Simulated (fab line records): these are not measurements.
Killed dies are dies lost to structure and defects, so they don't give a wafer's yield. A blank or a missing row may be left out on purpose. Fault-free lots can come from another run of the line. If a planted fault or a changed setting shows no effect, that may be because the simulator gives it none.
Chamber matching ; flow n5-finfet ; N5_BEOL_M6_STRIP_19 on rie-diel-04 has 4 sister chambers
The step strips in O2. 8 wafers are shown with their chamber, then 7 later ones without.

== WAFERS WITH THEIR CHAMBER ==
wafer;chamber;showerhead-plenum-p-Torr (Torr);throttle-valve-pct (%)
L080.3;3;2.15;16.90
L080.5;0;2.03;16.50
L083.3;0;2.03;16.50
L083.6;3;2.14;16.91
L084.3;1;2.25;16.49
L084.6;2;2.02;16.70
L090.2;2;2.02;16.73
L090.5;1;2.24;16.53

== WAFERS WITHOUT THEIR CHAMBER ==
wafer;showerhead-plenum-p-Torr (Torr);throttle-valve-pct (%)
L090.6;2.02;16.74
L091.4;2.14;16.96
L091.5;2.02;16.74
L091.6;2.24;16.49
L096.3;2.01;16.78
L096.5;2.02;16.58
L096.6;2.01;16.78

== WHICH CHAMBER EACH WENT THROUGH ==
wafer;from the rows above;in truth
L090.6;2;2
L091.4;3;3
L091.5;2;2
L091.6;1;1
L096.3;2;2
L096.5;0;0
L096.6;2;2
Correctly placed: 7 of 7. Left unplaced by these rows: 0. Wrongly placed: 0.
How it was worked out, from the rows above alone: a wafer's distance from a chamber is the root of the sum, over the readings, of the square of ((its reading less the chamber's mean) divided by the reading's scatter). If the next closest chamber is less than 2 further off than the closest, the wafer can't be placed; otherwise it belongs to the closest. A chamber's mean is the mean of its shown wafers. The scatter: take each reading less its chamber's mean, square it, sum over the shown wafers, divide by the number of wafers less the number of chambers, and take the root.
